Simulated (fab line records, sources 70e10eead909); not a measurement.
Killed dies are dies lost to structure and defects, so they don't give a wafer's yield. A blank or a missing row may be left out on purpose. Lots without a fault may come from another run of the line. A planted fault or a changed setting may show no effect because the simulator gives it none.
fab line records | flow nand_harc | part 2 of 2: steps 5 to 6 of 6
record lots=24 wafers=72 last_day=34
route steps=1302 shown A_STAIRCASE@752 A_SGD_CUT@906
lots that met no fault: from a run of the same line without faults
start_h: hours from the record's first day to the start of the lot's first wafer shown | wait_h: hours since the lot's step before | " the same as in the row above | L1.1+2: a row that stands for several wafers | - no value, or no start given | * or withheld: withheld | < > ~ a bound
route shown NAME@n: a module of which the file shows steps, and the number in the route of the first | usual: mean/standard deviation of fault-free wafers | same: alike in all rows | chamber/n: place in a boat | sites: the reading at each site | _std_site: their standard deviation | _edge_site: outer sites' mean less inner sites' | radius_mm: how far each site lies from the wafer's centre | mask NAME#n: copy n | behind: the tool/chamber that last shaped the wafer | hold: why the lot was held/for how many hours/how that ended | device: the transistor (n, p or np) that didn't switch | end of line: the same wafers' tests at the end of the route | a step without rows: its recipe alone | killed: dies lost to structure and defects at the first sort, not the wafer's yield | map: a wafer's dies, x killed, . not, _ none there
set.NAME: the setting as run; set.NAME@STEP: as run at that earlier step | model.NAME: the simulator's own value behind a step, which no gauge read
steps of the route over a sample of lots; a table a step, a row a wafer
services: from which hour (start_h, from the record's first day; less than 0 if before it) a tool's chamber was out of use, for how many hours, and why
## steps
# step NHARC_A_SGD_CUT_ETCH_59
# recipe target_depth_a=2600 over_etch_frac=0.25 time_s=406.25 ion_energy_ev=200 n2_flow_sccm=150 h2_flow_sccm=150 ar_flow_sccm=0 rf_w=400 bias_w=150 chemistry=N2/H2
# usual drypump_motor_current_A=5.5/0.41 oes_product_au=1.002/0.0098 rf_vpp_V=429.7/2.6 showerhead_plenum_p_Torr=2.01/0.087 throttle_valve_pct=14.172/0.0078
# same over_etch_frac=0.25
# columns lot.wafer tool chamber start_h wait_h drypump_motor_current_A oes_product_au rf_hours_counter_h rf_vpp_V showerhead_plenum_p_Torr throttle_valve_pct
L075.2 rie_diel-05 2 - - 5.3 0.993 2 432.9 2.15 14.163
L075.4 " 3 " " 4.9 0.985 2 428.9 1.95 14.174
L075.3 " 0 " " 5.3 1.013 1 429.4 1.98 14.175
L077.1 rie_diel-09 3 - - 6.3 1.002 9 426.1 1.91 14.166
L077.6 " 3 " " 6.3 1.000 - 426.1 1.91 14.173
L077.5 " 0 " " 5.7 0.980 - 427.4 1.96 14.189
L074.4 rie_diel-12 3 - - 5.8 0.999 1 426.7 1.93 14.179
L074.6 " 2 " " 5.5 0.989 - 432.2 2.08 14.175
L074.5 " 3 " " 5.8 0.992 - 427.4 1.93 14.176
L076.2 rie_diel-12 2 - - 5.6 1.005 1 432.2 2.08 14.168
L076.3 " 0 " " 5.5 1.008 1 426.6 1.92 14.174
L076.6 " 2 " " 5.6 0.997 - 432.4 2.08 14.181
L079.4 rie_diel-05 3 - - 4.9 0.967 2 427.9 1.95 14.168
L079.1 " 2 " " 5.3 0.986 4 432.9 2.14 14.179
L079.5 " 3 " " 4.9 0.984 - 428.1 1.95 14.181
L078.1 rie_diel-09 0 - - 5.7 0.998 15 429.0 1.96 14.167
L078.4 " 3 " " 6.3 0.998 11 427.0 1.90 14.176
L078.6 " 0 " " 5.7 0.993 - 428.5 1.96 14.177
L080.4 rie_diel-12 2 - - 5.5 0.996 3 432.1 2.08 14.185
L080.6 " 1 " " 5.4 1.002 - 433.9 2.14 14.168
L080.5 " 2 " " 5.5 0.998 - 431.6 2.08 14.167
L081.3 rie_diel-12 0 - - 5.5 1.005 5 426.3 1.92 14.163
L081.4 " 1 " " 5.4 1.011 3 433.4 2.14 14.184
L081.6 " 0 " " 5.6 1.009 - 426.8 1.92 14.161
L082.2 rie_diel-05 3 - - 4.9 0.985 5 428.6 1.95 14.176
L082.5 " 2 " " 5.3 0.993 - 434.4 2.14 14.168
L082.4 " 0 " " 5.3 1.008 - 429.8 1.98 14.153
L083.2 rie_diel-09 1 - - 6.0 1.000 3 432.4 2.12 14.177
L083.6 " 2 " " 6.5 1.006 - 431.8 2.12 14.178
L083.5 " 3 " " 6.4 1.016 - 425.9 1.90 14.173
L085.3 rie_diel-12 0 - - 5.5 1.006 7 427.1 1.92 14.176
L085.6 " 3 " " 5.9 1.016 - 428.1 1.93 14.167
L085.5 " 0 " " 5.5 1.011 - 427.2 1.92 14.173
L084.2 rie_diel-09 3 - - 6.3 1.020 5 425.7 1.90 14.162
L084.1 " 0 " " 5.8 0.999 5 427.6 1.96 14.174
L084.5 " 3 " " 6.3 1.010 - 426.9 1.90 14.179
L086.1 rie_diel-05 0 - - 5.3 1.017 7 428.3 1.98 14.170
L086.4 " 1 " " 5.5 1.006 7 429.0 1.98 14.177
L086.6 " 0 " " 5.3 1.023 - 429.0 1.98 14.169
L087.2 rie_diel-12 3 - - 5.8 0.999 9 426.0 1.92 14.179
L087.5 " 3 " " 5.8 1.003 - 426.5 1.92 14.170
L087.6 " 0 " " 5.5 0.997 - 427.2 1.92 14.170
L088.3 rie_diel-12 0 - - 5.5 1.000 10 427.1 1.92 14.176
L088.2 " 2 " " 5.5 0.997 9 432.4 2.08 14.160
L088.1 " 3 " " 5.8 0.994 10 428.1 1.92 14.169
L089.3 rie_diel-05 1 - - 5.5 1.007 0 428.4 1.98 14.179
L089.2 " 2 " " 5.3 0.999 0 433.1 2.14 14.156
L089.4 " 3 " " 4.8 1.010 0 427.8 1.95 14.172
L090.1 rie_diel-05 3 - - 4.9 0.999 0 426.7 1.95 14.161
L090.2 " 1 " " 5.5 1.002 0 428.4 1.98 14.168
L090.4 " 2 " " 5.3 0.998 0 433.6 2.14 14.180
L094.3 rie_diel-05 2 - - 5.3 1.014 2 433.2 2.14 14.178
L094.4 " 3 " " 4.9 1.008 - 428.9 1.95 14.178
L094.6 " 1 " " 5.5 1.003 - 430.1 1.98 14.159
L093.2 rie_diel-09 1 - - 6.0 0.991 10 432.1 2.12 14.169
L093.1 " 3 " " 6.3 1.015 9 427.2 1.90 14.176
L093.5 " 1 " " 6.0 1.004 - 432.5 2.12 14.172
L092.2 rie_diel-05 1 - - 5.5 1.001 2 429.2 1.98 14.185
L092.3 " 2 " " 5.3 1.030 2 432.5 2.14 14.170
L092.5 " 1 " " 5.5 0.995 - 427.7 1.98 14.173
L091.3 rie_diel-05 3 - - 4.8 0.997 3 427.7 1.95 14.165
L091.5 " 3 " " 4.9 0.996 - 428.5 1.95 14.159
L091.4 " 1 " " 5.5 1.000 - 430.3 1.98 14.162
L095.4 rie_diel-05 1 - - 5.5 0.995 4 428.5 1.98 14.172
L095.5 " 2 " " 5.2 1.016 - 433.2 2.14 14.162
L095.6 " 3 " " 4.8 1.018 - 426.9 1.95 14.161
L096.3 rie_diel-05 2 - - 5.3 1.011 5 432.9 2.14 14.168
L096.4 " 3 " " 4.8 1.012 5 428.2 1.95 14.179
L096.6 " 2 " " 5.3 1.019 - 433.0 2.14 14.167
L097.1 rie_diel-12 3 - - 5.8 0.994 3 425.6 1.92 14.167
L097.4 " 1 " " 5.4 0.993 3 433.5 2.13 14.177
L097.6 " 3 " " 5.8 0.995 - 427.5 1.92 14.182
# step NHARC_A_SGD_CUT_STRIP_17
# recipe o2_flow_sccm=500 ar_flow_sccm=0 bias_w=0 chemistry=O2
# usual drypump_motor_current_A=5.5/0.4 o2_flow_sccm=500.2/1.3 oes_product_au=1.002/0.0099 rf_vpp_V=57.6/0.93 showerhead_plenum_p_Torr=3.48/0.13 throttle_valve_pct=17.036/0.0082
# columns lot.wafer tool chamber start_h wait_h drypump_motor_current_A o2_flow_sccm oes_product_au rf_hours_counter_h rf_vpp_V showerhead_plenum_p_Torr throttle_valve_pct
L075.2 rie_diel-05 0 - - 5.3 501.3 0.994 1 57.3 3.43 17.049
L075.4 " 1 " " 5.5 499.9 0.995 2 58.1 3.44 17.039
L075.3 " 2 " " 5.3 500.7 0.987 2 58.5 3.69 17.036
L077.1 rie_diel-09 3 - - 6.4 501.5 1.009 10 59.0 3.32 17.035
L077.5 " 3 " " 6.3 500.9 1.018 - 56.9 3.32 17.024
L077.6 " 0 " " 5.8 496.8 0.998 - 57.2 3.41 17.033
L074.6 rie_diel-12 2 - - 5.6 499.6 1.000 - 57.6 3.60 17.037
L074.4 " 3 " " 5.8 500.8 0.998 - 55.6 3.35 17.038
L074.5 " 0 " " 5.5 500.9 1.009 - 57.9 3.34 17.028
L076.3 rie_diel-12 2 - - 5.6 501.2 1.005 1 58.3 3.60 17.028
L076.2 " 0 " " 5.5 498.1 1.008 1 57.5 3.34 17.039
L076.6 " 2 " " 5.6 499.4 1.005 - 57.3 3.60 17.028
L079.1 rie_diel-05 2 - - 5.3 500.9 0.971 4 58.1 3.69 17.031
L079.4 " 3 " " 4.9 501.3 0.980 2 57.1 3.39 17.020
L079.5 " 1 " " 5.5 500.7 0.999 - 58.7 3.44 17.039
L078.4 rie_diel-09 0 - - 5.7 498.6 1.000 15 57.0 3.41 17.041
L078.1 " 3 " " 6.3 502.4 1.015 11 56.4 3.32 17.040
L078.6 " 0 " " 5.7 498.6 0.999 - 57.0 3.41 17.047
L080.4 rie_diel-12 0 - - 5.5 501.1 1.002 4 58.4 3.34 17.053
L080.5 " 1 " " 5.4 500.9 0.994 - 58.6 3.68 17.051
L080.6 " 2 " " 5.6 500.6 1.009 - 58.1 3.60 17.052
L081.3 rie_diel-12 0 - - 5.5 500.2 1.005 5 58.1 3.34 17.048
L081.4 " 2 " " 5.6 500.9 1.006 4 59.3 3.59 17.044
L081.6 " 0 " " 5.5 501.7 1.005 - 55.7 3.34 17.023
L082.2 rie_diel-05 2 - - 5.3 499.2 0.981 7 58.0 3.69 17.050
L082.4 " 3 " " 4.9 501.5 0.986 - 58.5 3.39 17.056
L082.5 " 0 " " 5.3 501.6 1.017 - 57.7 3.43 17.016
L083.2 rie_diel-09 3 - - 6.3 497.5 1.021 3 57.0 3.31 17.034
L083.5 " 2 " " 6.5 500.8 1.002 - 58.1 3.65 17.040
L083.6 " 3 " " 6.3 498.2 1.019 - 56.8 3.31 17.029
L085.3 rie_diel-12 2 - - 5.5 499.9 1.007 6 58.0 3.59 17.028
L085.5 " 2 " " 5.5 501.2 0.989 - 57.1 3.59 17.043
L085.6 " 3 " " 5.9 500.3 1.002 - 56.9 3.35 17.043
L084.2 rie_diel-09 0 - - 5.7 498.6 1.000 5 57.8 3.40 17.036
L084.1 " 2 " " 6.5 499.0 0.994 5 56.4 3.65 17.033
L084.5 " 0 " " 5.7 500.9 1.007 - 56.4 3.40 17.047
L086.1 rie_diel-05 3 - - 4.9 499.0 0.977 6 56.5 3.39 17.025
L086.4 " 2 " " 5.3 500.2 0.991 7 59.2 3.69 17.029
L086.6 " 0 " " 5.3 500.7 1.010 - 58.7 3.43 17.034
L087.2 rie_diel-12 0 - - 5.5 500.5 1.008 9 59.2 3.34 17.032
L087.5 " 3 " " 5.8 500.8 0.994 - 56.7 3.35 17.038
L087.6 " 0 " " 5.5 500.3 1.004 - 57.3 3.34 17.043
L088.2 rie_diel-12 3 - - 5.8 498.9 1.008 10 57.8 3.35 17.035
L088.3 " 1 " " 5.4 501.2 1.015 8 58.9 3.68 17.039
L088.1 " 2 " " 5.5 499.6 1.005 9 59.0 3.59 17.032
L089.3 rie_diel-05 1 - - 5.5 499.8 1.002 0 58.0 3.44 17.046
L089.4 " 2 " " 5.3 500.0 1.013 0 59.4 3.69 17.037
L089.2 " 0 " " 5.3 501.5 1.012 0 56.9 3.43 17.036
L090.1 rie_diel-05 3 - - 4.8 497.4 0.999 1 58.2 3.39 17.031
L090.2 " 1 " " 5.5 501.2 0.997 1 58.1 3.44 17.027
L090.4 " 2 " " 5.3 500.2 1.000 1 56.4 3.69 17.031
L094.3 rie_diel-05 1 - - 5.5 500.7 1.003 2 57.1 3.44 17.036
L094.6 " 1 " " 5.5 500.5 1.008 - 56.9 3.44 17.037
L094.4 " 2 " " 5.3 499.0 1.004 - 58.7 3.69 17.022
L093.2 rie_diel-09 1 - - 6.0 498.4 0.999 10 57.0 3.65 17.033
L093.1 " 2 " " 6.5 502.6 0.985 10 59.0 3.64 17.043
L093.5 " 0 " " 5.7 501.9 1.005 - 56.5 3.40 17.027
L092.3 rie_diel-05 1 - - 5.5 500.3 0.995 2 58.0 3.44 17.035
L092.2 " 2 " " 5.3 499.3 1.004 2 57.0 3.69 17.051
L092.5 " 2 " " 5.3 499.4 1.012 - 59.2 3.69 17.049
L091.3 rie_diel-05 3 - - 4.9 501.3 1.003 3 59.1 3.39 17.045
L091.5 " 1 " " 5.6 500.2 1.003 - 57.4 3.44 17.034
L091.4 " 3 " " 4.9 500.3 1.000 - 57.9 3.39 17.043
L095.4 rie_diel-05 2 - - 5.3 501.0 1.011 5 57.7 3.69 17.031
L095.6 " 0 " " 5.3 498.7 1.005 - 58.1 3.43 17.027
L095.5 " 1 " " 5.5 500.6 1.002 - 56.9 3.44 17.041
L096.4 rie_diel-05 1 - - 5.5 499.7 1.007 6 57.7 3.43 17.014
L096.3 " 2 " " 5.3 496.3 1.022 6 57.5 3.69 17.036
L096.6 " 0 " " 5.3 501.9 1.012 - 57.9 3.43 17.048
L097.4 rie_diel-12 2 - - 5.6 499.8 0.996 3 57.5 3.59 17.031
L097.1 " 0 " " 5.5 500.0 1.002 3 56.7 3.34 17.042
L097.6 " 1 " " 5.4 499.0 0.989 - 58.7 3.68 17.031
## services
# columns tool chamber start_h hours kind
rie_diel-04 - 355.18 9.0 pm
acl_dep-01 - 367.63 13.0 pm
rie_diel-05 1 367.82 2.7 repair
rie_diel-12 1 376.90 1.3 repair
rie_diel-05 2 380.39 3.8 repair
rie_diel-05 - 406.60 9.0 pm
rie_diel-09 3 406.60 12.5 repair
plasma_asher-02 - 426.83 9.0 pm
rie_diel-12 - 445.40 9.0 pm
rie_diel-05 3 460.63 7.0 repair
rie_diel-12 3 466.38 5.7 repair
plasma_asher-01 - 467.65 9.1 repair
rie_diel-09 - 497.30 9.0 pm
rie_diel-04 2 506.47 6.2 repair
plasma_asher-01 - 519.17 9.0 pm
rie_diel-05 1 528.51 6.6 repair
rie_diel-12 2 534.48 1.9 repair
plasma_asher-02 - 542.65 12.6 repair
acl_dep-01 - 548.63 13.0 pm
rie_diel-05 - 583.60 9.0 pm
plasma_asher-02 - 603.83 9.0 pm
rie_diel-05 0 614.98 14.2 repair
rie_diel-12 0 620.11 6.2 repair
rie_diel-12 - 622.40 9.0 pm
